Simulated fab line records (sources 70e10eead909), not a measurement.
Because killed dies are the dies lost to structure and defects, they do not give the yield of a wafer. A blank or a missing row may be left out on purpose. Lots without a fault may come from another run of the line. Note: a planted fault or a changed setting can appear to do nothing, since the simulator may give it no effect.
fab line records + flow nandHarc
record
- lots=13
- wafers=39
- lastDay=32
route steps=1302 shown P_BONDPAD@377 THIN_TSV@1267 END@1302
lots untouched by any fault: they come from a run of this same line in which no faults occurred
startH: start of the lot's first displayed wafer, in hours after the record's first day + waitH: hours elapsed since this lot's preceding step + " the same as in the row above + L1.1+2: several wafers, shown together as one row + - no value, or no start given + * or withheld: withheld + < > ~ a bound
route shown NAME@n: NAME is a module with steps in the file, n the number in the route of the first one + usual: mean/standard deviation taken from wafers without a fault + same: alike in all rows + chamber/n: place in a boat + sites: the reading at each site + _std_site: the standard deviation of these + _edge_site: outer sites' mean less inner sites' + radiusMm: for every site, how far away it sits from the centre of the wafer + mask NAME#n: copy n + behind: the tool/chamber that last shaped the wafer + hold: the reason the lot was held/the length of the hold in hours/how it ended + device: names the non-switching transistor (n, p or np) + end of line: the same wafers' tests at the end of the route + a step given without rows: its recipe and nothing more + killed: dies lost to structure and defects at the first sort, not the wafer's yield + map: the dies of a wafer, with x for killed, . for not killed, _ for no die there
set.NAME: the setting the step ran with; set.NAME@STEP: the setting that earlier step ran with + model.NAME: the simulator's own value behind a step, which no gauge read
one table for each step of the route and one row for each wafer, over a sample of lots
services: a tool's chamber out of use, with start hour (startH, from the record's first day; less than 0 if before it), hours out, and reason
## steps
# step NHARC_P_BONDPAD_PVD_27
# recipe
- targetThkA=300
- chamberPressurePa=5
- powerW=5000
- substrateTempC=30
- timeS=20.49
- material=Cu
# usual
- throttleValvePct=30.1/0.6
| lot.wafer | tool          | chamber | startH | waitH | throttleValvePct |
|-----------|---------------|---------|--------|-------|------------------|
| L313.1    | pvdSputter-02 | -       | 160.46 | -     | 30.3             |
| L313.3    | "             | -       | "      | "     | 30.5             |
| L313.4    | "             | -       | "      | "     | 29.8             |
| L318.2    | pvdSputter-02 | -       | 203.22 | -     | 30.2             |
| L318.1    | "             | -       | "      | "     | 30.1             |
| L318.5    | "             | -       | "      | "     | 30.3             |
| L319.3    | pvdSputter-02 | -       | 216.36 | -     | 30.1             |
| L319.1    | "             | -       | "      | "     | 30.2             |
| L319.6    | "             | -       | "      | "     | 30.2             |
| L320.4    | pvdSputter-02 | -       | 228.62 | -     | 29.9             |
| L320.3    | "             | -       | "      | "     | 29.7             |
| L320.1    | "             | -       | "      | "     | 30.4             |
| L323.2    | pvdSputter-03 | -       | 253.42 | -     | 30.8             |
| L323.5    | "             | -       | "      | "     | 28.7             |
| L323.6    | "             | -       | "      | "     | 29.8             |
| L324.3    | pvdSputter-01 | -       | 263.69 | -     | 29.2             |
| L324.4    | "             | -       | "      | "     | 30.0             |
| L324.5    | "             | -       | "      | "     | 31.0             |
| L325.2    | pvdSputter-01 | -       | 280.47 | -     | 30.6             |
| L325.5    | "             | -       | "      | "     | 30.4             |
| L325.6    | "             | -       | "      | "     | 29.9             |
| L326.2    | pvdSputter-01 | -       | 283.87 | -     | 30.5             |
| L326.4    | "             | -       | "      | "     | 30.0             |
| L326.1    | "             | -       | "      | "     | 29.2             |
| L327.4    | pvdSputter-02 | -       | 296.17 | -     | 29.7             |
| L327.2    | "             | -       | "      | "     | 30.5             |
| L327.1    | "             | -       | "      | "     | 30.0             |
| L328.3    | pvdSputter-01 | -       | 306.02 | -     | 29.2             |
| L328.4    | "             | -       | "      | "     | 30.6             |
| L328.2    | "             | -       | "      | "     | 29.7             |
| L329.1    | pvdSputter-03 | -       | 317.43 | -     | 30.7             |
| L329.3    | "             | -       | "      | "     | 31.1             |
| L329.6    | "             | -       | "      | "     | 30.9             |
| L330.4    | pvdSputter-03 | -       | 321.65 | -     | 30.2             |
| L330.5    | "             | -       | "      | "     | 28.8             |
| L330.6    | "             | -       | "      | "     | 29.9             |
| L333.3    | pvdSputter-02 | -       | 361.70 | -     | 29.7             |
| L333.1    | "             | -       | "      | "     | 29.4             |
| L333.5    | "             | -       | "      | "     | 29.5             |
# step NHARC_THIN_TSV_DEP_47
# recipe
- targetThkA=2000
- tempC=withheld
- pressureTorr=6.5
- rfW=900
- teosFlowSccm=161.4
- flowSccm=2650
- targetThkNm=200
- gas=O2
- material=SiO2
# usual
- rfFwdPowerW=897.8/2.6
- throttleValvePct=15.9/0.75
| lot.wafer | tool     | chamber | startH | waitH | rfFwdPowerW | throttleValvePct |
|-----------|----------|---------|--------|-------|-------------|------------------|
| L313.1    | pecvd-01 | 2       | 565.00 | -     | 900.3       | 16.0             |
| L313.3    | "        | 0       | "      | "     | 897.1       | 15.0             |
| L313.4    | "        | 2       | "      | "     | 897.2       | 16.2             |
| L318.1    | pecvd-02 | 1       | 608.41 | -     | 896.4       | 15.0             |
| L318.2    | "        | 0       | "      | "     | 900.0       | 16.0             |
| L318.5    | "        | 1       | "      | "     | 902.5       | 15.2             |
| L319.3    | pecvd-04 | 1       | 618.14 | -     | 899.2       | 14.6             |
| L319.1    | "        | 2       | "      | "     | 897.5       | 16.4             |
| L319.6    | "        | 0       | "      | "     | 903.0       | 17.2             |
| L320.1    | pecvd-02 | 1       | 634.76 | -     | 897.1       | 15.5             |
| L320.4    | "        | 0       | "      | "     | 893.9       | 16.0             |
| L320.3    | "        | 1       | "      | "     | 896.1       | 15.4             |
| L323.2    | pecvd-04 | 2       | 646.78 | -     | 899.3       | 16.3             |
| L323.6    | "        | 2       | "      | "     | 902.2       | 16.3             |
| L323.5    | "        | 1       | "      | "     | 899.0       | 14.4             |
| L324.4    | pecvd-04 | 2       | 672.20 | -     | 898.0       | 16.5             |
| L324.3    | "        | 1       | "      | "     | 901.0       | 14.1             |
| L324.5    | "        | 2       | "      | "     | 898.0       | 16.4             |
| L325.2    | pecvd-02 | 2       | 687.74 | -     | 896.0       | 15.6             |
| L325.5    | "        | 0       | "      | "     | 896.3       | 16.0             |
| L325.6    | "        | 1       | "      | "     | 895.6       | 15.6             |
| L326.1    | pecvd-02 | 0       | 688.96 | -     | 895.7       | 15.9             |
| L326.2    | "        | 1       | "      | "     | 899.9       | 15.4             |
| L326.4    | "        | 2       | "      | "     | 899.1       | 15.7             |
| L328.2    | pecvd-04 | 2       | 705.54 | -     | 898.0       | 16.8             |
| L328.3    | "        | 1       | "      | "     | 895.8       | 14.2             |
| L328.4    | "        | 0       | "      | "     | 896.9       | 16.7             |
| L327.1    | pecvd-01 | 0       | 706.30 | -     | 894.0       | 15.2             |
| L327.2    | "        | 1       | "      | "     | 894.7       | 16.1             |
| L327.4    | "        | 0       | "      | "     | 891.7       | 15.2             |
| L329.1    | pecvd-01 | 2       | 721.96 | -     | 901.8       | 16.2             |
| L329.3    | "        | 0       | "      | "     | 893.5       | 15.5             |
| L329.6    | "        | 1       | "      | "     | 893.7       | 16.2             |
| L330.6    | pecvd-02 | 2       | 728.45 | -     | 899.0       | 16.0             |
| L330.5    | "        | 0       | "      | "     | 897.2       | 16.0             |
| L330.4    | "        | 1       | "      | "     | 899.5       | 15.6             |
| L333.3    | pecvd-01 | 1       | 761.63 | -     | 896.3       | 15.8             |
| L333.1    | "        | 0       | "      | "     | 899.5       | 15.2             |
| L333.5    | "        | 2       | "      | "     | 900.3       | 16.5             |
# step NHARC_THIN_TSV_STRIP_62
# recipe
- powerW=1500
- tempC=250
- timeS=20
- chemistry=N2/H2
# usual
- drypumpMotorCurrentA=5.6/0.45
- heaterPowerW=316/28
| lot.wafer | tool           | chamber | startH | waitH | drypumpMotorCurrentA | heaterPowerW | rfHoursCounterH |
|-----------|----------------|---------|--------|-------|----------------------|--------------|-----------------|
| L313.1    | plasmaAsher-01 | 0       | 565.74 | -     | 5.6                  | 312          | 7               |
| L313.4    | "              | 1       | "      | "     | 5.1                  | 294          | -               |
| L313.3    | "              | 0       | "      | "     | 5.7                  | 302          | -               |
| L318.1    | plasmaAsher-01 | 0       | 609.17 | -     | 5.6                  | 296          | 16              |
| L318.2    | "              | 1       | "      | "     | 5.0                  | 298          | 16              |
| L318.5    | "              | 1       | "      | "     | 5.1                  | 299          | -               |
| L319.1    | plasmaAsher-01 | 1       | 618.90 | -     | 5.0                  | 299          | 19              |
| L319.3    | "              | 1       | "      | "     | 5.1                  | 292          | -               |
| L319.6    | "              | 0       | "      | "     | 5.6                  | 301          | -               |
| L320.1    | plasmaAsher-02 | 1       | 635.59 | -     | 6.2                  | 371          | 5               |
| L320.4    | "              | 1       | "      | "     | 6.2                  | 365          | -               |
| L320.3    | "              | 0       | "      | "     | 6.1                  | 310          | -               |
| L323.2    | plasmaAsher-02 | 1       | 647.54 | -     | 6.2                  | 375          | 8               |
| L323.5    | "              | 1       | "      | "     | 6.2                  | 371          | -               |
| L323.6    | "              | 0       | "      | "     | 6.1                  | 313          | -               |
| L324.4    | plasmaAsher-01 | 1       | 673.00 | -     | 5.1                  | 287          | -               |
| L324.3    | "              | 0       | "      | "     | 5.6                  | 300          | -               |
| L324.5    | "              | 1       | "      | "     | 5.0                  | 298          | -               |
| L325.2    | plasmaAsher-02 | 0       | 688.52 | -     | 6.1                  | 307          | 16              |
| L325.5    | "              | 1       | "      | "     | 6.2                  | 366          | -               |
| L325.6    | "              | 0       | "      | "     | 6.1                  | 318          | -               |
| L326.2    | plasmaAsher-01 | 1       | 689.69 | -     | 5.1                  | 291          | 33              |
| L326.1    | "              | 0       | "      | "     | 5.6                  | 294          | 33              |
| L326.4    | "              | 0       | "      | "     | 5.6                  | 304          | -               |
| L328.2    | plasmaAsher-01 | 0       | 706.31 | -     | 5.6                  | 315          | 0               |
| L328.3    | "              | 1       | "      | "     | 5.1                  | 293          | -               |
| L328.4    | "              | 0       | "      | "     | 5.6                  | 320          | -               |
| L327.2    | plasmaAsher-02 | 1       | 707.01 | -     | 6.2                  | 374          | 22              |
| L327.1    | "              | 0       | "      | "     | 6.1                  | 317          | 22              |
| L327.4    | "              | 1       | "      | "     | 6.2                  | 378          | -               |
| L329.1    | plasmaAsher-01 | 0       | 722.72 | -     | 5.6                  | 313          | 4               |
| L329.3    | "              | 1       | "      | "     | 5.1                  | 295          | -               |
| L329.6    | "              | 0       | "      | "     | 5.6                  | 319          | -               |
| L330.4    | plasmaAsher-02 | 1       | 729.12 | -     | 6.2                  | 373          | -               |
| L330.5    | "              | 1       | "      | "     | 6.2                  | 373          | -               |
| L330.6    | "              | 0       | "      | "     | 6.1                  | 311          | -               |
| L333.1    | plasmaAsher-02 | 1       | 762.39 | -     | 6.2                  | 373          | 32              |
| L333.3    | "              | 1       | "      | "     | 6.2                  | 376          | -               |
| L333.5    | "              | 0       | "      | "     | 6.1                  | 312          | -               |
# step NHARC_THIN_TSV_DEGAS_53
# recipe
- tempC=300
- timeS=60
# usual
- heaterPowerW=468/40
| lot.wafer | tool          | chamber | startH | waitH | heaterPowerW |
|-----------|---------------|---------|--------|-------|--------------|
| L313.1    | pvdSputter-01 | -       | 567.96 | 0.1   | 506          |
| L313.3    | "             | -       | "      | "     | 449          |
| L313.4    | "             | -       | "      | "     | 417          |
| L318.2    | pvdSputter-01 | -       | 611.36 | 0.1   | 447          |
| L318.1    | "             | -       | "      | "     | 417          |
| L318.5    | "             | -       | "      | "     | 497          |
| L319.3    | pvdSputter-01 | -       | 621.08 | 0.1   | 447          |
| L319.1    | "             | -       | "      | "     | 542          |
| L319.6    | "             | -       | "      | "     | 453          |
| L320.3    | pvdSputter-01 | -       | 637.75 | 0.1   | 535          |
| L320.4    | "             | -       | "      | "     | 482          |
| L320.1    | "             | -       | "      | "     | 453          |
| L323.2    | pvdSputter-03 | -       | 649.79 | 0.1   | 494          |
| L323.5    | "             | -       | "      | "     | 472          |
| L323.6    | "             | -       | "      | "     | 481          |
| L324.4    | pvdSputter-02 | -       | 675.12 | 0.1   | 448          |
| L324.3    | "             | -       | "      | "     | 476          |
| L324.5    | "             | -       | "      | "     | 438          |
| L325.2    | pvdSputter-01 | -       | 690.68 | 0.1   | 485          |
| L325.6    | "             | -       | "      | "     | 450          |
| L325.5    | "             | -       | "      | "     | 403          |
| L326.2    | pvdSputter-02 | -       | 691.84 | 0.1   | 457          |
| L326.4    | "             | -       | "      | "     | 498          |
| L326.1    | "             | -       | "      | "     | 411          |
| L328.2    | pvdSputter-02 | -       | 708.44 | 0.1   | 454          |
| L328.3    | "             | -       | "      | "     | 509          |
| L328.4    | "             | -       | "      | "     | 409          |
| L327.4    | pvdSputter-03 | -       | 709.20 | 0.1   | 518          |
| L327.1    | "             | -       | "      | "     | 414          |
| L327.2    | "             | -       | "      | "     | 476          |
| L329.3    | pvdSputter-01 | -       | 724.86 | 0.1   | 529          |
| L329.1    | "             | -       | "      | "     | 442          |
| L329.6    | "             | -       | "      | "     | 501          |
| L330.4    | pvdSputter-01 | -       | 731.25 | 0.1   | 491          |
| L330.6    | "             | -       | "      | "     | 417          |
| L330.5    | "             | -       | "      | "     | 545          |
| L333.3    | pvdSputter-02 | -       | 764.55 | 0.1   | 469          |
| L333.1    | "             | -       | "      | "     | 404          |
| L333.5    | "             | -       | "      | "     | 510          |
# step NHARC_END_SORT_01
# recipe
- tempC=25
# usual
- defectLimitedYield=90.7/2.9
- killedAtArray=58/20
- killedAtOther=1.0/1.2
- killedAtPeriphery=4.1/3
- killedDies=63/20
- killedOpen=3.2/1.7
- killedShort=2.5/1.5
# same
- grossDies=677
| lot.wafer | tool      | chamber | startH | waitH | defectLimitedYield[%] | killedAtArray | killedAtOther | killedAtPeriphery | killedDies | killedOpen | killedShort |
|-----------|-----------|---------|--------|-------|-----------------------|---------------|---------------|-------------------|------------|------------|-------------|
| L319.1    | prober-01 | 0       | 632.55 | 2.5   | 78.7                  | 73            | 0             | 71                | 144        | 6          | 4           |
| L319.3    | prober-01 | 0       | 634.16 | 3.1   | 77.4                  | 73            | 0             | 80                | 153        | 4          | 4           |
| L319.6    | prober-01 | 0       | 636.57 | 4.0   | 76.7                  | 82            | 0             | 76                | 158        | 1          | 2           |
| L320.1    | prober-02 | 0       | 647.84 | 2.5   | 80.8                  | 55            | 0             | 75                | 130        | 3          | 2           |
| L320.3    | prober-02 | 0       | 649.44 | 3.1   | 88.6                  | 45            | 0             | 32                | 77         | 2          | 0           |
| L320.4    | prober-02 | 0       | 650.25 | 3.4   | 80.5                  | 58            | 0             | 74                | 132        | 3          | 1           |
| L326.1    | prober-02 | 0       | 700.69 | 2.5   | 89.8                  | 64            | 0             | 5                 | 69         | 3          | 3           |
| L326.2    | prober-02 | 0       | 701.51 | 2.8   | 88.3                  | 73            | 0             | 6                 | 79         | 4          | 2           |
| L326.4    | prober-02 | 0       | 703.15 | 3.5   | 89.7                  | 64            | 0             | 6                 | 70         | 3          | 2           |
| L325.2    | prober-01 | 0       | 701.50 | 2.8   | 92.5                  | 50            | 0             | 1                 | 51         | 3          | 3           |
| L325.5    | prober-01 | 0       | 703.90 | 3.7   | 90.8                  | 58            | 1             | 3                 | 62         | 4          | 4           |
| L325.6    | prober-01 | 0       | 704.70 | 4.0   | 90.5                  | 60            | 2             | 2                 | 64         | 3          | 4           |
| L327.1    | prober-02 | 0       | 718.63 | 2.5   | 91.6                  | 55            | 1             | 1                 | 57         | 4          | 2           |
| L327.2    | prober-02 | 0       | 719.43 | 2.8   | 92.5                  | 46            | 4             | 1                 | 51         | 2          | 1           |
| L327.4    | prober-02 | 0       | 721.02 | 3.4   | 93.4                  | 39            | 0             | 6                 | 45         | 2          | 2           |
| L329.1    | prober-02 | 0       | 735.06 | 2.5   | 89.1                  | 72            | 1             | 1                 | 74         | 4          | 1           |
| L329.3    | prober-02 | 0       | 736.68 | 3.1   | 89.2                  | 70            | 0             | 3                 | 73         | 4          | 7           |
| L329.6    | prober-02 | 0       | 739.10 | 4.0   | 91.1                  | 57            | 0             | 3                 | 60         | 3          | 3           |
# killed by level:class
L319.1 P_BONDPAD:unspecified=69 A_SLIT:chamberFilmFlake=27 A_CHANNEL_HOLE_D2:chamberFilmFlake=23 A_M0:geometricParticle:open=2 A_CHANNEL_FILL_D1:chamberFilmFlake=2 A_STAIRCASE:chamberFilmFlake=2 A_CHANNEL_FILL_D2:chamberFilmFlake=2 A_WL_FILL:chamberFilmFlake=2
L319.3 P_BONDPAD:unspecified=75 A_SLIT:chamberFilmFlake=28 A_CHANNEL_HOLE_D2:chamberFilmFlake=28 A_CHANNEL_HOLE_D1:chamberFilmFlake=3 A_BONDPAD:chamberFilmFlake=3 A_ONON_D1:geometricParticle:open=2 A_CHANNEL_FILL_D2:geometricParticle:short=2 P_STI:chamberFilmFlake=2
L319.6 P_BONDPAD:unspecified=76 A_SLIT:chamberFilmFlake=32 A_CHANNEL_HOLE_D2:chamberFilmFlake=31 A_CHANNEL_HOLE_D1:chamberFilmFlake=3 A_CHANNEL_FILL_D1:chamberFilmFlake=3 A_STAIRCASE:chamberFilmFlake=3 A_CONTACT:chamberFilmFlake=3 A_CHANNEL_FILL_D2:chamberFilmFlake=2
L320.1 P_BONDPAD:unspecified=71 A_CHANNEL_HOLE_D1:chamberFilmFlake=24 A_CHANNEL_HOLE_D2:chamberFilmFlake=20 P_GATE:chamberFilmFlake=3 A_STAIRCASE:chamberFilmFlake=3 A_CONTACT:chamberFilmFlake=2 P_CONTACT:geometricParticle:open=1 A_ONON_D1:geometricParticle:short=1
L320.3 P_BONDPAD:unspecified=29 A_CHANNEL_HOLE_D1:chamberFilmFlake=24 A_CHANNEL_HOLE_D2:chamberFilmFlake=12 A_CONTACT:chamberFilmFlake=3 P_ZERO_WELL:chamberFilmFlake=2 A_CHANNEL_FILL_D2:chamberFilmFlake=2 A_CHANNEL_FILL_D1:geometricParticle:open=1 A_ONON_D2:geometricParticle:open=1
L320.4 P_BONDPAD:unspecified=72 A_CHANNEL_HOLE_D1:chamberFilmFlake=32 A_CHANNEL_HOLE_D2:chamberFilmFlake=17 A_SLIT:chamberFilmFlake=2 A_CONTACT:chamberFilmFlake=2 P_GATE:geometricParticle:open=1 A_WL_FILL:geometricParticle:open=1 A_M0:geometricParticle:open=1
L326.1 A_CHANNEL_HOLE_D1:chamberFilmFlake=24 A_CHANNEL_HOLE_D2:chamberFilmFlake=21 A_CHANNEL_FILL_D2:chamberFilmFlake=4 A_CONTACT:chamberFilmFlake=3 A_CHANNEL_FILL_D2:geometricParticle:open=2 A_WL_FILL:geometricParticle:short=2 P_ZERO_WELL:chamberFilmFlake=2 P_M2:chamberFilmFlake=2
L325.2 A_SLIT:chamberFilmFlake=29 A_STAIRCASE:chamberFilmFlake=7 A_CHANNEL_HOLE_D1:chamberFilmFlake=6 A_CONTACT:chamberFilmFlake=3 A_CHANNEL_FILL_D1:geometricParticle:short=2 P_M0:geometricParticle:open=1 A_ONON_D1:geometricParticle:open=1 A_CHANNEL_FILL_D2:geometricParticle:open=1
L326.2 A_CHANNEL_HOLE_D1:chamberFilmFlake=34 A_CHANNEL_HOLE_D2:chamberFilmFlake=21 P_M2:chamberFilmFlake=5 A_CONTACT:chamberFilmFlake=4 A_CHANNEL_FILL_D2:geometricParticle:open=3 A_SLIT:chamberFilmFlake=3 A_WL_FILL:chamberFilmFlake=2 A_CHANNEL_HOLE_D1:geometricParticle:short=1
L326.4 A_CHANNEL_HOLE_D1:chamberFilmFlake=26 A_CHANNEL_HOLE_D2:chamberFilmFlake=19 A_CONTACT:chamberFilmFlake=8 P_M2:chamberFilmFlake=4 A_STAIRCASE:chamberFilmFlake=2 A_SLIT:chamberFilmFlake=2 P_M0:geometricParticle:open=1 A_ONON_D2:geometricParticle:open=1
L325.5 A_SLIT:chamberFilmFlake=34 A_CHANNEL_HOLE_D1:chamberFilmFlake=10 A_STAIRCASE:chamberFilmFlake=7 P_CONTACT:geometricParticle:open=1 P_M1:geometricParticle:open=1 A_ONON_D1:geometricParticle:short=1 A_DECK1_JOINT:geometricParticle:open=1 A_DECK1_JOINT:geometricParticle:short=1
L325.6 A_SLIT:chamberFilmFlake=28 A_CHANNEL_HOLE_D1:chamberFilmFlake=12 A_STAIRCASE:chamberFilmFlake=5 A_CONTACT:chamberFilmFlake=5 A_WL_FILL:chamberFilmFlake=3 A_M0:geometricParticle:short=2 P_GATE:chamberFilmFlake=2 A_CHANNEL_FILL_D2:geometricParticle:open=1
L327.1 A_CHANNEL_HOLE_D2:chamberFilmFlake=27 A_CHANNEL_HOLE_D1:chamberFilmFlake=11 A_CONTACT:chamberFilmFlake=6 A_STAIRCASE:chamberFilmFlake=5 A_ONON_D2:geometricParticle:open=2 P_GATE:geometricParticle:open=1 A_ONON_D1:geometricParticle:short=1 A_ONON_D2:geometricParticle:short=1
L327.2 A_CHANNEL_HOLE_D2:chamberFilmFlake=22 A_CHANNEL_HOLE_D1:chamberFilmFlake=15 THIN_TSV:chamberFilmFlake=4 A_CONTACT:chamberFilmFlake=3 A_SLIT:chamberFilmFlake=2 A_DECK1_JOINT:geometricParticle:short=1 A_SGD_CUT:geometricParticle:open=1 A_M1:geometricParticle:open=1
L327.4 A_CHANNEL_HOLE_D2:chamberFilmFlake=16 A_CHANNEL_HOLE_D1:chamberFilmFlake=9 P_ZERO_WELL:chamberFilmFlake=5 A_CONTACT:chamberFilmFlake=3 A_STAIRCASE:chamberFilmFlake=2 A_SLIT:chamberFilmFlake=2 A_ONON_D1:geometricParticle:short=1 A_CHANNEL_FILL_D1:geometricParticle:open=1
L329.1 A_SLIT:chamberFilmFlake=37 A_CHANNEL_HOLE_D1:chamberFilmFlake=17 A_CONTACT:chamberFilmFlake=7 A_DECK1_JOINT:chamberFilmFlake=2 A_ONON_D2:geometricParticle:open=1 A_SGD_CUT:geometricParticle:open=1 A_WL_FILL:geometricParticle:short=1 A_BLC:geometricParticle:open=1
L329.3 A_SLIT:chamberFilmFlake=39 A_CHANNEL_HOLE_D1:chamberFilmFlake=14 A_CONTACT:chamberFilmFlake=4 A_M0:geometricParticle:short=3 A_ONON_D1:geometricParticle:open=2 A_WL_FILL:chamberFilmFlake=2 P_GATE:geometricParticle:short=1 P_CONTACT:geometricParticle:short=1
L329.6 A_SLIT:chamberFilmFlake=27 A_CHANNEL_HOLE_D1:chamberFilmFlake=13 A_CONTACT:chamberFilmFlake=8 A_STAIRCASE:chamberFilmFlake=2 A_WL_FILL:chamberFilmFlake=2 P_CONTACT:geometricParticle:short=1 P_M2:geometricParticle:open=1 A_CHANNEL_FILL_D1:geometricParticle:open=1
## services
| tool           | chamber | startH | hours | kind   |
|----------------|---------|--------|-------|--------|
| plasmaAsher-01 | -       | 162.13 | 1.5   | repair |
| plasmaAsher-01 | -       | 165.00 | 9.0   | pm     |
| pvdSputter-01  | -       | 226.00 | 10.0  | pm     |
| pvdSputter-02  | -       | 235.94 | 1.2   | repair |
| plasmaAsher-02 | -       | 249.00 | 9.0   | pm     |
| pvdSputter-02  | -       | 282.00 | 10.0  | pm     |
| plasmaAsher-01 | -       | 284.68 | 1.2   | repair |
| pvdSputter-01  | -       | 293.84 | 4.3   | repair |
| pvdSputter-01  | -       | 301.41 | 1.6   | repair |
| plasmaAsher-01 | -       | 342.00 | 9.0   | pm     |
| plasmaAsher-02 | -       | 361.31 | 2.0   | repair |
| pvdSputter-01  | -       | 404.00 | 10.0  | pm     |
| pvdSputter-02  | -       | 430.79 | 3.4   | repair |
| plasmaAsher-01 | -       | 451.33 | 1.3   | repair |
| pvdSputter-01  | -       | 452.13 | 5.3   | repair |
| pvdSputter-02  | -       | 460.00 | 10.0  | pm     |
| plasmaAsher-01 | -       | 519.15 | 9.0   | pm     |
| pvdSputter-01  | -       | 582.00 | 10.0  | pm     |
| pvdSputter-02  | -       | 638.00 | 10.0  | pm     |
| plasmaAsher-01 | -       | 696.15 | 9.0   | pm     |
| pvdSputter-02  | -       | 725.26 | 8.4   | repair |
| plasmaAsher-01 | -       | 746.43 | 0.5   | repair |
| pvdSputter-01  | -       | 756.98 | 2.0   | repair |
| pvdSputter-01  | -       | 760.00 | 10.0  | pm     |
## key
firstSign
- step=NHARC_END_SORT_01
- reading=killedAtPeriphery
- direction=up
- sigmas=22
- usual=4.1
- struck=68
effect
- step=NHARC_END_SORT_01
- reading=killedDies
- direction=up
- sigmas=3.5
- usual=63
- struck=132
- wafersMoved=5
moreKillsBornAt
- NHARC_P_BONDPAD_PVD_27@pvdSputter-02=392
metAt NHARC_P_BONDPAD_PVD_27
struckLots L319,L320
notActingAt NHARC_THIN_TSV_DEP_47,NHARC_THIN_TSV_STRIP_62,NHARC_THIN_TSV_DEGAS_53
onsetBetween 203.22 216.36
fault
- kind=chamberParticleSource
- tool=pvdSputter-02
- chamber=-
- onsetH=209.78
- steps=NHARC_P_BONDPAD_PVD_27
- ratePerVisitCm2=0.63517
- endH=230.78
